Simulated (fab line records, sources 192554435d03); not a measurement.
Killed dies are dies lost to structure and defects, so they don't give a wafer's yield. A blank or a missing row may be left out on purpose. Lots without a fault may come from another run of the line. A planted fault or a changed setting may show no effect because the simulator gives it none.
Split-lot experiment | flow n5_finfet | 7 lots, 21 wafers read, on a route of 1938 steps

THE SPLIT
At N5_DUMMY_GATE_COAT_28 (time 60 s, resist thk 10 nm), the setting spin_rpm was moved away from the recipe's 1500 rpm on 8 of the 21 wafers read, by -7.4% to +6.5%. The other wafers ran this setting at the recipe's value.

The reading is taken at the split's own step.

THE READING
underlayer_of_DUMMY_GATE_COAT_28.thk_nm (the simulator's own value, which no gauge read), in nm, at N5_DUMMY_GATE_COAT_28 (time 60 s, resist thk 10 nm). The file gives no usual value for it.

wafer  | tool, chamber at the split | spin_rpm as run, rpm | against the recipe | underlayer_of_DUMMY_GATE_COAT_28.thk_nm, nm | against lot-mates on the recipe
L074.2 | litho_track-02, 0          | 1500                 | recipe             | 10                                          | -
L074.4 | litho_track-02, 0          | 1500                 | recipe             | 10                                          | -
L074.6 | litho_track-02, 0          | 1500                 | recipe             | 10                                          | -
L076.1 | litho_track-01, 0          | 1389                 | -7.4%              | 10.4                                        | +0.4
L076.2 | litho_track-01, 0          | 1500                 | recipe             | 10                                          | -
L076.4 | litho_track-01, 0          | 1500                 | recipe             | 10                                          | -
L077.1 | litho_track-04, 0          | 1434                 | -4.4%              | 10.2                                        | +0.2
L077.6 | litho_track-04, 0          | 1434                 | -4.4%              | 10.2                                        | +0.2
L077.2 | litho_track-04, 0          | 1500                 | recipe             | 10                                          | -
L085.1 | litho_track-01, 0          | 1598                 | +6.5%              | 9.8                                         | -0.2
L085.5 | litho_track-01, 0          | 1598                 | +6.5%              | 9.8                                         | -0.2
L085.6 | litho_track-01, 0          | 1500                 | recipe             | 10                                          | -
L089.1 | litho_track-02, 0          | 1500                 | recipe             | 10                                          | -
L089.3 | litho_track-02, 0          | 1500                 | recipe             | 10                                          | -
L089.6 | litho_track-02, 0          | 1500                 | recipe             | 10                                          | -
L095.1 | litho_track-04, 0          | 1390                 | -7.3%              | 10.4                                        | no lot-mate on the recipe
L095.2 | litho_track-04, 0          | 1390                 | -7.3%              | 10.4                                        | no lot-mate on the recipe
L095.6 | litho_track-04, 0          | 1390                 | -7.3%              | 10.4                                        | no lot-mate on the recipe
L096.1 | litho_track-04, 0          | 1500                 | recipe             | 10                                          | -
L096.4 | litho_track-04, 0          | 1500                 | recipe             | 10                                          | -
L096.5 | litho_track-04, 0          | 1500                 | recipe             | 10                                          | -

THE FIT
A straight line over all 21 wafers: underlayer_of_DUMMY_GATE_COAT_28.thk_nm changes by -0.0459 nm for each +1% of spin_rpm; r = -0.98; the points scatter about the line by 0.037 nm.
The same after taking each lot's own level away (the mean of its wafers on the recipe; 18 wafers): -0.0407 nm for each +1%; r = -0.98; scatter 0.031 nm.
On that fit, the largest move of spin_rpm shifts the reading by 0.3 nm.
The lots' own levels span 10.00 to 10.00 nm.
So the lot-to-lot level changes the slope: the two fits differ.
Check: with one of the wafers moved furthest among these (-7.4%) left out of the fit, the line predicts +0.272 nm for it against its lot-mates. It came out at +0.4 nm against them.

OTHER SPLITS ON THESE WAFERS
These wafers also went through other splits before the reading. Each is held against what the fit with the lots' levels taken away leaves over:
other split on the same wafers    | wafers away from the commonest value | r with underlayer_of_DUMMY_GATE_COAT_28.thk_nm (lot level and that fit taken away)
N5_WELL_APT_COAT_02 spin_rpm      | 9                                    | -0.19
N5_WELL_APT_EXPOSE_22 dose_mj     | 12                                   | -0.06
N5_WELL_APT_PEB_23 peb_time_s     | 2                                    | -0.05
N5_FIN_SAQP_SPACER2_ALD_28 temp_c | 8                                    | -0.34
N5_FIN_SAQP_FIN_ETCH_36 icp_w     | 8                                    | -0.38
N5_FIN_CUT_COAT_19 spin_rpm       | 7                                    | +0.41

THE FILE'S OWN FIT
underlayer_of_DUMMY_GATE_COAT_28.thk_nm changes by -0.0441 nm for each +1% of spin_rpm, r = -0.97.
